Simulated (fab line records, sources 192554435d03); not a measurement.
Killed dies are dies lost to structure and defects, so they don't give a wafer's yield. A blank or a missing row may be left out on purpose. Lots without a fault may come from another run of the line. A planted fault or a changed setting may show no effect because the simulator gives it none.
A struck lot beside a sound one | flow n5_finfet | 14 steps out of a route of 1938
Sound: wafers L534.3, L534.5, L534.6. Struck: wafers L539.1, L539.4. (L539.5 of the same lot was not struck and is left out.) The cause comes at the end.
At each step with rows: each side's tool, then ch and its chambers, then its first start. Under that, the readings that differ: sound wafers | struck wafers | difference of the means | sigmas: that difference in standard deviations of wafers without a fault.
alike: readings whose means differ by less than 2 such deviations, and words and numbers that are the same on both sides. not compared: withheld readings, readings that some wafer has no value for, bounds like >300 that may hide the same value, and numbers for which the record gives no deviation and whose values overlap.
The two part at a step that has a row with sigmas, a row that says differs or no value, or rows on one side only. Numbers that don't overlap but have no deviation are shown without sigmas and don't part them. A reading that every wafer of one side lacks parts them only if that side has two wafers or more.

first, 8 steps without rows for these wafers: N5_BEOL_M8_COAT_59 (time 60 s, resist thk 100 nm); N5_BEOL_M8_COAT_60 (time 60 s, resist thk 35 nm); N5_BEOL_M8_COAT_05 (resist thk 90 nm); N5_BEOL_M8_EBR_07; N5_BEOL_M8_SOFTBAKE_06 (time 60 s); N5_BEOL_M8_EXPOSE_08 (exposes mask M8); N5_BEOL_M8_PEB_09 (peb time 60 s); N5_BEOL_M8_DEVELOP_10 (develop time 30 s).
N5_BEOL_M8_CD_MEAS_11: target cd 38.5 nm.
  sound on cd_sem-02 ch 0, day 9 08:04; struck on cd_sem-03 ch 0, day 10 04:14
  alike: cd_nm
N5_BEOL_M8_OVL_MEAS_12:
  sound on overlay-02 ch 0, day 9 08:06; struck on overlay-02 ch 0, day 10 04:16
  alike: M8_OVL
N5_BEOL_M8_INSPECT_13: inspects for defects (brightfield).
  sound on defect_inspect-02, day 9 08:07; struck on defect_inspect-02, day 10 04:17
  alike: raw_defect_count
N5_BEOL_M8_DESCUM_16: chemistry O2, time 7.9 s.
  sound on rie_diel-03 ch 1,2, day 9 08:24; struck on rie_diel-04 ch 1,3, day 10 04:19
  alike: drypump_motor_current_A, o2_flow_sccm, oes_product_au, rf_vpp_V, showerhead_plenum_p_Torr, throttle_valve_pct
  not compared: rf_hours_counter_h
N5_BEOL_M8_ETCH_61: etches SiARC in CF4, target depth 45.5 nm, time 75.8 s.
  sound on rie_diel-03 ch 1,2, day 9 08:26; struck on rie_diel-04 ch 1,3, day 10 04:22
  reading               | sound          | struck    | difference | sigmas
  etch_rf_on_time_s (s) | 78.1 78.0 74.3 | 46.3 45.6 | -30.8      | -12
  oes_product_au (a.u.) | 0.69 0.69 0.59 | 0.81 0.97 | +0.23      | +3
  alike: drypump_motor_current_A, rf_vpp_V, showerhead_plenum_p_Torr, throttle_valve_pct
  not compared: rf_hours_counter_h
N5_BEOL_M8_ETCH_62: etches SOC in N2/H2, target depth 110 nm, overetch 22 nm, time 165 s.
  sound on rie_diel-03 ch 1,2, day 9 08:29; struck on rie_diel-04 ch 1,3, day 10 04:25
  alike: drypump_motor_current_A, oes_product_au, rf_vpp_V, showerhead_plenum_p_Torr, throttle_valve_pct
  not compared: rf_hours_counter_h

WHERE THEY PART
Only at N5_BEOL_M8_ETCH_61, within this record. Later steps at which nothing parts them and some readings are alike: N5_BEOL_M8_ETCH_62.

WHY: what the simulator had put in
Process parameter drift: rie_diel-04, from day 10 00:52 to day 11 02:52, at N5_BEOL_M8_ETCH_61. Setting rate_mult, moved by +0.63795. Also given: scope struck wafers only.
